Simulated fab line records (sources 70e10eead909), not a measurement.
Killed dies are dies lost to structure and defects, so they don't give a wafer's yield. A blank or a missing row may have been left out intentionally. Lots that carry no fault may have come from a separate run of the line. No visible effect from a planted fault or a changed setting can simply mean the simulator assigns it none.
Chamber matching ; flow nand-harc ; NHARC_A_STAIRCASE_DEP_259 on pecvd-01 has 3 sister chambers
The step deposits SiON, target thk 30 nm. 3 wafers are shown with their chamber, then 8 later ones without.

## WAFERS PAIRED WITH THEIR CHAMBERS
wafer;chamber;heater-power-w (W)
L085.2;1;777
L085.3;0;823
L093.2;2;729

## WAFERS MISSING THEIR CHAMBER
wafer;heater-power-w (W)
L093.4;777
L093.6;802
L095.1;680
L095.2;811
L095.5;809
L096.3;779
L096.5;733
L096.6;772

## EACH ONE'S CHAMBER
wafer;from the rows above;in truth
L093.4;1;1
L093.6;can't be placed: 0 or 1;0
L095.1;2;2
L095.2;can't be placed: 0 or 1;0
L095.5;can't be placed: 0 or 1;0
L096.3;1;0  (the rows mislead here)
L096.5;can't be placed: 2 or 1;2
L096.6;can't be placed: 1 or 2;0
2 of 8 placed correctly. Not placeable from these rows: 5 (in 4, the candidates include the true chamber). 1 placed wrongly.
How it was worked out, from the rows above alone: a wafer's distance from a chamber is the root of the sum, over the readings, of the square of ((its reading less the chamber's mean) divided by the reading's scatter). The wafer belongs to the nearest chamber; if the next one is less than 2 further off, it can't be placed. A chamber's mean is the mean of its shown wafers. The scatter (one wafer shown for each chamber): square how far every hidden wafer sits from the nearest shown wafer, average those squares and take the square root.
